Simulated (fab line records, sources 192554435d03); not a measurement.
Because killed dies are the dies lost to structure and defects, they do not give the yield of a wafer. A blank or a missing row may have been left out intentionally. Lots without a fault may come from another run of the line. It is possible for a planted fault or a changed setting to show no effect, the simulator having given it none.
fab line records	flow n5Finfet
record: lots: 5	wafers: 15	lastDay: 19
route steps=1938 shown MOL_CONTACT_COAG@596 PASSIVATION@1936
lots with no fault: from the same line, run without faults
startH: hours from the record's opening day to when the first of the lot's shown wafers began	waitH: hours from the lot's prior step to this one	" unchanged from the row above	L1.1+2: a single row standing in for several wafers	- no value, or no start was given	* or withheld: withheld	< > ~ a bound
route shown NAME@n: a module of which the file shows steps, and the number in the route of the first	usual: mean and standard deviation over wafers with no fault	same: alike in all rows	chamber/n: place in a boat	sites: readings site by site	_std_site: how widely they spread, as a standard deviation	_edge_site: the outer-site mean with the inner-site mean subtracted	radiusMm: for every site, how far away it sits from the centre of the wafer	mask NAME#n: copy n	behind: tool/chamber where the wafer was last shaped	hold: cause of the lot's hold/its duration in hours/its outcome	device: the n, p or np transistor that did not switch	end of line: the same wafers' tests at the end of the route	a step with no rows: only its recipe	killed: at the first sort, the dies lost to defects and structure; wafer yield is something else	map: a wafer's dies, x killed, . not, _ none there
set.NAME: setting as actually run; set.NAME@STEP: the setting as run at that earlier step	model.NAME: the simulator's own value behind a step, which no gauge read
lots at some steps of the route; a table a step, a row a wafer
services: from which hour (startH, from the record's first day; less than 0 if before it) a tool's chamber was out of use, for how many hours, and why
== steps ==
step: N5_MOL_CONTACT_COAG_COAT_34
recipe: resist: CAR-EUV	spinRpm: 1500	resistThkNm: 40
step: N5_MOL_CONTACT_COAG_EBR_36
recipe: solvent: PGMEA	ebrWidthMm: 1.5
step: N5_MOL_CONTACT_COAG_SOFTBAKE_35
recipe: tempC: 110	timeS: 60	resist: CAR-EUV
step: N5_MOL_CONTACT_COAG_EXPOSE_37
recipe: maskId: VD	na: 0.33	sourceShape: annular	sigmaInner: 0.3	sigmaOuter: 0.7	polarization: unpolarized	defocusNm: 0	doseMj: 62
step: N5_MOL_CONTACT_COAG_PEB_38
recipe: pebTempC: 100	pebTimeS: 60	resist: CAR-EUV
step: N5_MOL_CONTACT_COAG_DEVELOP_39
recipe: developTimeS: 30	developer: TMAH	resist: CAR-EUV	rinseLiquid: surfactantRinse	dry: airSpin	devTempC: 23
step: N5_MOL_CONTACT_COAG_CD_MEAS_40
recipe: targetCdNm: 25.1	landingEnergyEv: 500	detector: seInlens	polarity: opening
usual: cdNm: 25.00/0.22
lot.wafer	tool	chamber	startH	waitH	cdNm
L109.1	cdSem-01	0	108.94	-	24.69
L109.4	"	0	"	"	24.93
L109.6	"	0	"	"	24.97
L110.2	cdSem-03	0	113.40	-	24.93
L110.3	"	0	"	"	25.25
L110.6	"	0	"	"	25.05
L118.2	cdSem-01	0	159.68	-	24.97
L118.3	"	0	"	"	25.01
L118.5	"	0	"	"	24.95
L126.1	cdSem-02	0	212.70	-	25.41
L126.2	"	0	"	"	25.38
L126.3	"	0	"	"	24.83
L130.1	cdSem-03	0	240.28	-	25.50
L130.2	"	0	"	"	24.92
L130.4	"	0	"	"	25.05
step: N5_MOL_CONTACT_COAG_OVL_MEAS_41
recipe: pointsPerWafer: 522
usual: VD_OVL: 0.0/0.58
lot.wafer	tool	chamber	startH	waitH	VD_OVL[nm]
L109.1	overlay-02	0	108.97	0.0	0.2
L109.4	"	0	"	"	-0.8
L109.6	"	0	"	"	-1.0
L110.2	overlay-02	0	113.44	0.0	0.4
L110.3	"	0	"	"	1.3
L110.6	"	0	"	"	0.0
L118.2	overlay-01	0	159.72	0.0	0.1
L118.3	"	0	"	"	1.1
L118.5	"	0	"	"	0.2
L126.1	overlay-02	0	212.73	0.0	-0.1
L126.2	"	0	"	"	0.3
L126.3	"	0	"	"	0.4
L130.1	overlay-02	0	240.31	0.0	-1.2
L130.2	"	0	"	"	-0.9
L130.4	"	0	"	"	-0.2
step: N5_MOL_CONTACT_COAG_INSPECT_42
recipe: mode: adi	inspectInstrument: brightfield
usual: rawDefectCount: 199/48
lot.wafer	tool	chamber	startH	waitH	rawDefectCount
L109.1	defectInspect-02	-	109.03	0.1	150
L109.4	"	-	"	"	122
L109.6	"	-	"	"	133
L110.2	defectInspect-01	-	113.49	0.0	221
L110.3	"	-	"	"	189
L110.6	"	-	"	"	145
L118.2	defectInspect-02	-	159.77	0.0	270
L118.3	"	-	"	"	286
L118.5	"	-	"	"	173
L126.1	defectInspect-01	-	212.79	0.1	160
L126.2	"	-	"	"	242
L126.3	"	-	"	"	184
L130.1	defectInspect-02	-	240.37	0.1	166
L130.2	"	-	"	"	207
L130.4	"	-	"	"	149
step: N5_MOL_CONTACT_COAG_DESCUM_45
recipe: chemistry: O2	timeS: 7	sourcePowerW: 50	biasPowerW: 20	pressureMtorr: 20	rfFrequencyHz: 2.712e+07	tempC: 40	resist: CAR-EUV	o2FlowSccm: 225
usual: drypumpMotorCurrentA: 5.71/0.25	oesProductAu: 0.82/0.092	rfVppV: 243.7/1.4	showerheadPlenumPTorr: 2.12/0.069	tempC: 40.00/0.11	throttleValvePct: 20.29/0.26
lot.wafer	tool	chamber	startH	waitH	drypumpMotorCurrentA	oesProductAu	rfHoursCounterH	rfVppV	showerheadPlenumPTorr	tempC	throttleValvePct
L109.1	rieDiel-05	1	109.18	0.2	5.82	0.67	248	244.7	2.13	40.11	20.14
L109.4	"	3	"	"	5.91	0.69	225	243.4	2.06	39.91	20.57
L109.6	"	3	"	"	5.90	0.69	-	243.3	2.06	39.90	20.58
L110.2	rieDiel-06	3	113.52	0.0	5.27	0.70	230	244.2	2.14	40.08	20.11
L110.3	"	1	"	"	5.62	0.85	54	242.6	2.05	39.85	20.19
L110.6	"	3	"	"	5.27	0.70	-	244.4	2.14	40.05	20.12
L118.2	rieDiel-04	2	159.81	0.0	5.46	0.69	215	242.3	1.98	40.05	20.91
L118.3	"	3	"	"	6.01	0.89	39	245.0	2.23	39.93	20.43
L118.5	"	3	"	"	6.01	0.89	-	245.5	2.23	39.92	20.42
L126.1	rieDiel-06	1	212.92	0.1	5.61	0.82	90	242.8	2.03	39.93	20.25
L126.2	"	3	"	"	5.25	0.98	5	243.5	2.13	39.87	19.75
L126.3	"	2	"	"	5.73	0.86	52	246.4	2.21	39.99	20.00
L130.1	rieDiel-06	0	240.40	0.0	5.58	0.84	71	246.9	2.20	40.06	20.43
L130.2	"	2	"	"	5.75	0.85	58	244.6	2.21	40.01	20.00
L130.4	"	1	"	"	5.60	0.81	97	242.6	2.03	40.15	20.23
step: N5_MOL_CONTACT_COAG_ETCH_65
recipe: chemistry: N2/H2	target: underlayer	targetDepthA: 130	maskMaterial: CAR-EUV	timeS: 10.4	ionEnergyEv: 200	pressureMtorr: 30	sourceW: 840	biasW: 150	n2FlowSccm: 200	h2FlowSccm: 200	ends: cleared
usual: drypumpMotorCurrentA: 5.72/0.26	etchRfOnTimeS: 10.40/0.22	oesProductAu: 0.70/0.078	rfVppV: 525.0/2.7	showerheadPlenumPTorr: 2.58/0.086	throttleValvePct: 17.78/0.3
lot.wafer	tool	chamber	startH	waitH	drypumpMotorCurrentA	etchRfOnTimeS	oesProductAu	rfHoursCounterH	rfVppV	showerheadPlenumPTorr	throttleValvePct
L109.1	rieDiel-05	1	109.22	0.0	5.82	10.49	0.59	248	525.5	2.60	17.65
L109.4	"	3	"	"	5.90	10.71	0.59	225	522.4	2.52	18.21
L109.6	"	3	"	"	5.90	10.61	0.59	-	521.8	2.52	18.20
L110.2	rieDiel-06	3	113.56	0.0	5.27	10.13	0.61	230	524.9	2.61	17.76
L110.3	"	1	"	"	5.63	10.12	0.75	54	522.4	2.49	17.75
L110.6	"	3	"	"	5.27	10.16	0.61	-	526.3	2.61	17.75
L118.2	rieDiel-04	2	159.84	0.0	5.45	10.50	0.58	215	520.0	2.42	18.39
L118.3	"	3	"	"	6.02	10.34	0.75	39	527.8	2.71	17.81
L118.5	"	3	"	"	6.03	10.32	0.75	-	527.6	2.71	17.80
L126.1	rieDiel-06	1	212.95	0.0	5.62	10.19	0.72	90	522.9	2.47	17.80
L126.2	"	3	"	"	5.26	10.24	0.84	5	524.5	2.60	17.36
L126.3	"	2	"	"	5.72	10.26	0.73	52	527.7	2.69	17.37
L130.1	rieDiel-06	0	240.44	0.0	5.56	10.48	0.70	71	527.6	2.70	17.92
L130.2	"	2	"	"	5.75	10.32	0.72	58	528.2	2.68	17.39
L130.4	"	1	"	"	5.62	10.17	0.70	97	521.3	2.47	17.79
step: N5_MOL_CONTACT_COAG_ETCH_66
recipe: chemistry: CF4	target: SiARC	targetDepthA: 130	maskMaterial: CAR-EUV	timeS: 21.7	ionEnergyEv: 80	pressureMtorr: 40	sourceW: 545	biasW: 36	Ar_flow_sccm: 100	cf4FlowSccm: 100	ends: cleared
usual: drypumpMotorCurrentA: 5.71/0.26	etchRfOnTimeS: 21.7/0.42	oesProductAu: 0.70/0.077	rfVppV: 184.5/1.2	showerheadPlenumPTorr: 2.18/0.068	throttleValvePct: 15.51/0.25
lot.wafer	tool	chamber	startH	waitH	drypumpMotorCurrentA	etchRfOnTimeS	oesProductAu	rfHoursCounterH	rfVppV	showerheadPlenumPTorr	throttleValvePct
L109.1	rieDiel-05	1	109.24	0.0	5.81	21.7	0.59	248	185.3	2.19	15.55
L109.4	"	3	"	"	5.89	21.8	0.59	225	184.4	2.14	15.92
L109.6	"	3	"	"	5.88	21.8	0.60	-	185.1	2.14	15.92
L110.2	rieDiel-06	3	113.58	0.0	5.26	21.1	0.61	230	186.0	2.21	15.53
L110.3	"	1	"	"	5.61	21.4	0.74	54	184.3	2.11	15.37
L110.6	"	3	"	"	5.27	21.1	0.61	-	183.4	2.21	15.54
L118.2	rieDiel-04	2	159.86	0.0	5.44	21.5	0.59	215	182.8	2.03	16.02
L118.3	"	3	"	"	6.02	21.2	0.75	39	186.4	2.27	15.50
L118.5	"	3	"	"	6.01	21.2	0.76	-	186.3	2.27	15.54
L126.1	rieDiel-06	1	212.97	0.0	5.60	21.2	0.71	90	184.1	2.09	15.43
L126.2	"	3	"	"	5.28	21.1	0.85	5	185.5	2.20	15.07
L126.3	"	2	"	"	5.76	21.6	0.73	52	184.6	2.27	15.26
L130.1	rieDiel-06	0	240.46	0.0	5.58	21.7	0.70	71	185.3	2.26	15.64
L130.2	"	2	"	"	5.75	21.6	0.72	58	185.1	2.27	15.27
L130.4	"	1	"	"	5.59	21.4	0.70	97	183.6	2.09	15.44
step: N5_MOL_CONTACT_COAG_ALD_133
recipe: material: SiO2	targetThkA: 50	tempC: 100	aldPrecursorFamily: BDEAS	aldCoReactant: O2-plasma	pulseTimeS: 1	coReactantPulseTimeS: 1	purgeTimeS: 2	coReactantPurgeTimeS: 2	aldCycles: 35	pressureTorr: 2
usual: aldCycles: 35/0	heaterPowerW: 75/8.8	precursorPulseHeightRel: 1.002/0.021
lot.wafer	tool	chamber	startH	waitH	aldCycles	heaterPowerW	precursorPulseHeightRel	model.SiO2_of_MOL_CONTACT_COAG_ALD_133.thkNm
L109.1	aldSin-02	3	110.04	0.8	35	77	1.018	5
L109.4	"	1	"	"	35	69	1.015	5
L109.6	"	3	"	"	35	78	0.994	5
L110.2	aldSin-03	2	113.66	0.1	35	75	0.974	5
L110.3	"	3	"	"	35	70	1.006	5
L110.6	"	0	"	"	35	76	1.011	5
L118.2	aldSin-02	1	159.94	0.1	24	71	0.988	3.4
L118.3	"	0	"	"	24	62	1.007	3.4
L118.5	"	1	"	"	35	72	1.001	5
L126.1	aldSin-01	0	213.05	0.1	35	88	1.009	5
L126.2	"	1	"	"	35	84	0.973	5
L126.3	"	3	"	"	35	90	0.992	5
L130.1	aldSin-03	2	240.54	0.1	35	76	1.043	5
L130.2	"	0	"	"	35	75	1.004	5
L130.4	"	1	"	"	35	91	0.990	5
step: N5_MOL_CONTACT_COAG_ETCHBACK_134
recipe: chemistry: CHF3	target: SiO2	targetDepthA: 100	timeS: 6.7	ionEnergyEv: 200	pressureMtorr: 30	sourceW: 610	biasW: 170	Ar_flow_sccm: 200	CHF3_flow_sccm: 50
usual: drypumpMotorCurrentA: 5.73/0.26	oes_f_703_au: 0.82/0.091	oesProductAu: 0.83/0.093	rfVppV: 524/9.7	showerheadPlenumPTorr: 2.42/0.072	throttleValvePct: 18.61/0.29
lot.wafer	tool	chamber	startH	waitH	drypumpMotorCurrentA	oes_f_703_au	oesProductAu	rfHoursCounterH	rfVppV	showerheadPlenumPTorr	throttleValvePct
L109.1	rieDiel-06	2	110.40	0.3	5.72	0.92	0.92	15	542	2.54	18.33
L109.4	"	0	"	"	5.60	0.87	0.88	28	522	2.52	18.68
L109.6	"	0	"	"	5.63	0.87	0.89	-	523	2.52	18.67
L110.2	rieDiel-05	1	113.86	0.1	5.79	0.69	0.68	249	524	2.44	18.59
L110.3	"	2	"	"	6.15	0.86	0.88	45	516	2.42	18.84
L110.6	"	2	"	"	6.12	0.86	0.88	-	515	2.42	18.84
L118.2	rieDiel-06	3	160.12	0.1	5.26	0.71	0.70	246	514	2.45	18.63
L118.3	"	0	"	"	5.59	0.85	0.86	46	525	2.51	18.71
L118.5	"	2	"	"	5.73	0.88	0.89	-	542	2.54	18.36
L126.1	rieDiel-04	0	213.29	0.2	5.44	0.66	0.67	243	532	2.35	18.73
L126.2	"	3	"	"	6.00	0.84	0.88	56	547	2.53	18.75
L126.3	"	1	"	"	6.03	0.92	0.94	19	523	2.42	18.55
L130.1	rieDiel-06	1	240.72	0.1	5.60	0.82	0.82	97	534	2.32	18.55
L130.2	"	3	"	"	5.28	0.98	0.96	12	514	2.44	18.23
L130.4	"	0	"	"	5.58	0.81	0.84	71	521	2.50	18.74
step: N5_PASSIVATION_PROBE_49
usual: killed_at_M0_to_M3: 36/11	killed_at_M4_up: 14/5.2	killedAtContacts: 12/6.1	killedAtFrontEnd: 40/12	killedAtOther: 3.2/2.5	killedDies: 105/16	killedOnRim: 14/4.4	killedOpen: 68/12	killedShort: 35/8.7
same: grossDies: 1180	killedAtBackSide: 0
lot.wafer	tool	chamber	startH	waitH	killed_at_M0_to_M3	killed_at_M4_up	killedAtContacts	killedAtFrontEnd	killedAtOther	killedDies	killedOnRim	killedOpen	killedShort
L109.1	prober-02	-	307.91	0.0	36	25	7	19	5	92	16	57	32
L109.4	prober-02	-	308.06	0.2	26	15	9	17	3	70	6	47	21
L109.6	prober-02	-	308.16	0.3	41	20	9	24	2	96	11	59	36
L110.2	prober-02	-	322.72	0.1	39	15	3	23	2	82	11	64	18
L110.3	prober-02	-	322.77	0.1	35	20	10	38	5	108	14	68	37
L110.6	prober-02	-	322.92	0.3	44	23	9	44	2	122	11	83	39
L118.2	prober-02	-	362.53	0.1	38	13	842	35	7	935	123	74	28
L118.3	prober-02	-	362.58	0.1	49	6	826	34	5	920	111	57	44
L126.1	prober-02	-	434.39	0.0	26	23	7	42	1	99	11	65	31
L126.2	prober-02	-	434.44	0.1	30	17	9	54	2	112	15	73	34
L126.3	prober-02	-	434.49	0.1	27	17	10	48	0	102	15	65	33
L130.1	prober-02	-	458.35	0.0	44	19	8	46	4	121	11	87	32
L130.2	prober-02	-	458.40	0.1	49	9	7	18	0	83	18	54	26
L130.4	prober-02	-	458.50	0.2	44	13	19	22	1	99	13	69	28
killed by level:class
L109.1 BEOL_M4:geometricParticle:open=11 BEOL_M3:geometricParticle:open=7 BEOL_M0_SAQP:geometricParticle:open=6 BEOL_M2:geometricParticle:open=6 BEOL_M4:geometricParticle:short=6 MOL_CONTACT_COAG:geometricParticle:open=5 BEOL_M0_SAQP:geometricParticle:short=5 BEOL_M2:geometricParticle:short=5
L109.4 MOL_CONTACT_COAG:geometricParticle:open=8 BEOL_M4:geometricParticle:open=7 BEOL_M0_SAQP:geometricParticle:short=6 BEOL_M3:geometricParticle:open=6 BEOL_M0_SAQP:geometricParticle:open=5 DUMMY_GATE:geometricParticle:open=4 FIN_SAQP:geometricParticle:short=3 STI_FIN_REVEAL:geometricParticle:open=3
L109.6 BEOL_M0_SAQP:geometricParticle:open=10 BEOL_M4:geometricParticle:open=8 FIN_SAQP:geometricParticle:short=6 MOL_CONTACT_COAG:geometricParticle:open=6 BEOL_M2:geometricParticle:open=6 BEOL_M3:geometricParticle:open=5 BEOL_M2:geometricParticle:short=5 DUMMY_GATE:geometricParticle:open=4
L110.2 BEOL_M0_SAQP:geometricParticle:open=13 BEOL_M4:geometricParticle:open=10 BEOL_M0_SAQP:geometricParticle:short=7 BEOL_M3:geometricParticle:open=6 GATE_CUT:geometricParticle:open=5 BEOL_M1:geometricParticle:open=5 MOL_CONTACT_COAG:geometricParticle:open=3 BEOL_M0:geometricParticle:open=3
L110.3 STI_FIN_REVEAL:geometricParticle:open=17 BEOL_M0_SAQP:geometricParticle:short=11 BEOL_M3:geometricParticle:open=7 MOL_CONTACT_COAG:geometricParticle:open=6 BEOL_M0_SAQP:geometricParticle:open=6 BEOL_M2:geometricParticle:open=5 BEOL_M4:geometricParticle:open=5 PAD_METAL:geometricParticle:short=5
L110.6 BEOL_M4:geometricParticle:open=15 BEOL_M0_SAQP:geometricParticle:short=15 BEOL_M0_SAQP:geometricParticle:open=13 FIN_SAQP:geometricParticle:open=11 BEOL_M2:geometricParticle:open=8 MOL_CONTACT_COAG:geometricParticle:open=8 FIN_SAQP:geometricParticle:short=7 STI_FIN_REVEAL:geometricParticle:open=5
L118.2 MOL_CONTACT_COAG:areaAld=830 BEOL_M2:geometricParticle:open=16 BEOL_M0_SAQP:geometricParticle:open=13 FIN_SAQP:geometricParticle:open=11 MOL_CONTACT_COAG:geometricParticle:open=11 BEOL_M0_SAQP:geometricParticle:short=6 STI_FIN_REVEAL:geometricParticle:open=5 STARTING-WAFER:geometricParticle:short=5
L118.3 MOL_CONTACT_COAG:areaAld=818 BEOL_M0_SAQP:geometricParticle:short=15 BEOL_M0_SAQP:geometricParticle:open=12 BEOL_M2:geometricParticle:open=11 FIN_SAQP:geometricParticle:short=7 FIN_SAQP:geometricParticle:open=6 ILD0:geometricParticle:short=5 BEOL_M3:geometricParticle:open=5
L126.1 FIN_SAQP:geometricParticle:open=10 BEOL_M4:geometricParticle:open=8 BEOL_M0_SAQP:geometricParticle:open=8 BEOL_M3:geometricParticle:open=8 GATE_CUT:geometricParticle:short=7 DUMMY_GATE:geometricParticle:open=6 FIN_SAQP:geometricParticle:short=5 STI_FIN_REVEAL:geometricParticle:open=5
L126.2 DUMMY_GATE:geometricParticle:open=12 FIN_SAQP:geometricParticle:short=11 BEOL_M3:geometricParticle:open=9 MOL_CONTACT_COAG:geometricParticle:open=8 FIN_SAQP:geometricParticle:open=7 BEOL_M2:geometricParticle:open=6 BEOL_M0_SAQP:geometricParticle:short=5 BEOL_M1:geometricParticle:open=5
L126.3 MOL_CONTACT_COAG:geometricParticle:open=10 BEOL_M3:geometricParticle:open=10 FIN_SAQP:geometricParticle:short=9 GATE_CUT:geometricParticle:short=9 BEOL_M0_SAQP:geometricParticle:short=7 FIN_SAQP:geometricParticle:open=6 BEOL_M0_SAQP:geometricParticle:open=6 BEOL_M4:geometricParticle:open=6
L130.1 STI_FIN_REVEAL:geometricParticle:open=15 BEOL_M2:geometricParticle:open=14 FIN_SAQP:geometricParticle:open=8 MOL_CONTACT_COAG:geometricParticle:open=8 BEOL_M0_SAQP:geometricParticle:open=6 BEOL_M1:geometricParticle:open=5 STARTING-WAFER:geometricParticle:open=5 BEOL_M0_SAQP:geometricParticle:short=4
L130.2 BEOL_M2:geometricParticle:open=15 BEOL_M0_SAQP:geometricParticle:open=8 BEOL_M0_SAQP:geometricParticle:short=8 MOL_CONTACT_COAG:geometricParticle:open=7 BEOL_M1:geometricParticle:open=5 GATE_CUT:geometricParticle:open=4 BEOL_M0:geometricParticle:short=4 STI_FIN_REVEAL:geometricParticle:open=3
L130.4 BEOL_M2:geometricParticle:open=17 MOL_CONTACT_COAG:geometricParticle:open=15 BEOL_M0_SAQP:geometricParticle:short=7 BEOL_M0:geometricParticle:short=6 BEOL_M5:geometricParticle:open=6 STI_FIN_REVEAL:geometricParticle:open=5 MOL_CONTACT_COAG:geometricParticle:short=4 BEOL_M0_SAQP:geometricParticle:open=4
map L118.2 (x killed, . not)
_________________xxxxxxxxxx.x________________
______________xxx..xxxxxxxxxxxxx_____________
___________xx.xxx.xxxxxxxxxxxxxxxxx__________
__________x.xxxx.xxxxxx.xxxxxxxxxxxx_________
________xxxxxxxxxxxxxxxxxxxx.xxx.xx.xx_______
_______xxx..xxxxxxxx.xx...x.xxxxxxxx.xx______
______xxxxxxx.xxxxxxxxxxxxxxx.xx.x.x.xx._____
_____xxxxxxxxxx.xx...xxxxxxxxx.xxxxxxxxxx____
____xx.x.xxx.xx..xxxx.xxx.x.xx.xxxxxxx....___
___xxxxx..xxxxx.xxxxxx.xxxx.xxx.xxxxxxxxxxx__
___xxx.xxxxx...xxxxxxxxx.xxxxxx.xx.xx.xxxxx__
__x..xxxxxxxxxxxx.xxx.xx..xxxx.x.xxx.xxxxx.x_
__xx.xxxxxxx.xx.xxxxxxxxx.xxxx.xxxx.xxxxxxxx_
_xxxxxxxx.xxxx.xxxxxxxxx.xx.xxxx.xxxx.x.xxxxx
_xxxx.xx.xx.x.xxx.xxxxxxx.xx.xx.xx.xxx.x..xxx
_xx.xx.xxx.xx.x.x.xx.x.x.x.xx.x.xxxxxxx.xxxx.
_xxxxxx.x.xxxx.x.xxx.xxxxxxxxx..xxxxxxxx.xxxx
_xxxx.xxx.xxx.xxx.xxxxx....x.x.x.x.xxxx.xxxxx
_xx.xxxxxxx.xxxx..xxxxxxxxxxx.xxx.xx.xx..xx.x
_xx.xx.xx.xxxx.xxxx.xxxxx.xxxxx.xxxxxxxxx..x.
_xxxxxxxxxxxxx.xxx.x.xx.xxx.xxxx.xxxxx.xxxxx.
__x..xxxxxxxxxxxxx.xxxx.xxxxxxxxxxx.xxxxxxx._
__x..xxxx..xxxxxxx.xx.xxxxxxxxxx..x.xxxxxxxx_
___xxx.xxxxx.xxxx.xxxxxxx...xxxxxxxxxx.xxxx__
___xxxx.x.xxxxxxx.xxx.xxxxxx.xx.xxx.xxxxxxx__
____xx.xxxxxxxxx.xxxxxxx.xxxxxx.xxx..xxxx.___
_____xx..xxxx.xx.xxxxx.xxxxxxxxxxxxxxx.xx____
______.x.xx.xx.xxxxx.xxxx.xx.xxx.xx.x..x_____
_______.xxxxxxx.xxxxxxxxxxxxxxxxxxx..xx______
________xx.xxxxxx..xxx.xx.x.xxxxx.x.x._______
__________xxxx.xxx.x..xxxx.xx.x.xxxx_________
___________xxxxx.xxxx....x.xxx.x..x__________
______________x.xx...xxxxxxx.xx._____________
_________________x.xx.xxxxxxx________________
map L109.6 (x killed, . not)
_________________............________________
______________x.......x....x...._____________
___________.......................x__________
__________...x.....x.........x.....x_________
________.......................x..x..._______
_______........................x.......______
______................xxx.....x........._____
_____..x.....x.................xx..x.....____
____...........x.......................x..___
___........x.......x.x...........x....x....__
___...x....................................__
__.........x................x...x..........._
__....x.......................x............._
_.....x...........x..x.........x.............
_.....x..........x............x.....x........
_....................xx..........x...........
_xx.........x...x.........x.............x....
_............................x...........x...
_.x.............x....xx............x.........
_.........................x..................
_x.....x.............................x.......
__.........x........x.............x..xxx...._
__..............x.............x........x...._
___...x....x.....x.....x..........x......x.__
___.....................x..x.............x.__
____x...................x.................___
_____......................x.............____
______x.......x........................._____
_______..............x.x......x........______
________..........x..................._______
__________...........x.............x_________
___________...x....xx......x.......__________
______________...........x......_____________
_________________.x..........________________
== services ==
tool	chamber	startH	hours	kind
aldSin-01	-	85.44	14.0	pm
rieDiel-05	3	87.35	1.4	repair
rieDiel-05	1	117.01	-	clean
rieDiel-05	1	117.01	-	consumableReplace:focusRing
rieDiel-05	1	117.01	21.5	scheduledDown
rieDiel-05	1	117.01	21.5	ventCycle
rieDiel-04	0	120.85	5.2	repair
aldSin-03	-	126.49	14.6	pm
rieDiel-04	1	135.28	-	clean
rieDiel-04	1	135.28	-	consumableReplace:focusRing
rieDiel-04	1	135.28	16.8	scheduledDown
rieDiel-04	1	135.28	16.8	ventCycle
aldSin-02	3	171.92	2.8	repair
rieDiel-06	3	172.28	-	clean
rieDiel-06	3	172.28	-	consumableReplace:focusRing
rieDiel-06	3	172.28	22.5	scheduledDown
rieDiel-06	3	172.28	22.5	ventCycle
aldSin-03	-	176.75	14.0	pm
rieDiel-05	3	184.85	-	clean
aldSin-03	-	190.75	6.0	pm
aldSin-01	2	202.06	4.0	repair
aldSin-01	3	233.46	13.0	repair
aldSin-01	-	235.12	0.7	repair
rieDiel-05	-	238.15	0.8	repair
== key ==
firstSign: step: N5_MOL_CONTACT_COAG_ALD_133	reading: aldCycles	direction: down	sigmas: 99+	usual: *	struck: *
effect: step: N5_PASSIVATION_PROBE_49	reading: killedAtContacts	direction: up	sigmas: 99+	usual: 12	struck: 834
modelEffect: step: N5_MOL_CONTACT_COAG_ALD_133	value: SiO2_of_MOL_CONTACT_COAG_ALD_133.thkNm	without: 5	struck: 3.4
moreKillsBornAt: N5_MOL_CONTACT_COAG_ALD_133@aldSin-02: 1648
metAt N5_MOL_CONTACT_COAG_ALD_133
struckWafers L118.2,L118.3
laterRowsLeftOut L118.2,L118.3
testerLeftOut L118
onsetBetween 110.04 159.94
fault: kind: processParameterDrift	tool: aldSin-02	chamber: -	onsetH: 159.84	steps: N5_MOL_CONTACT_COAG_ALD_133	channel: aldCycles	offset: *	shape: step	endH: 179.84	scope: struckWafersOnly	actsIn: *	stated: *
testerLeftOut: of these lots the tester's yield and bins aren't shown, on N5 and GAA mostly nor the transistor test; their killed dies are dies lost to structure and defects alone, not to doping, threshold or leakage, so they don't give the yield
laterRowsLeftOut: the simulator's readings of these wafers behind a module that went badly wrong aren't trusted and aren't shown, but for the sort
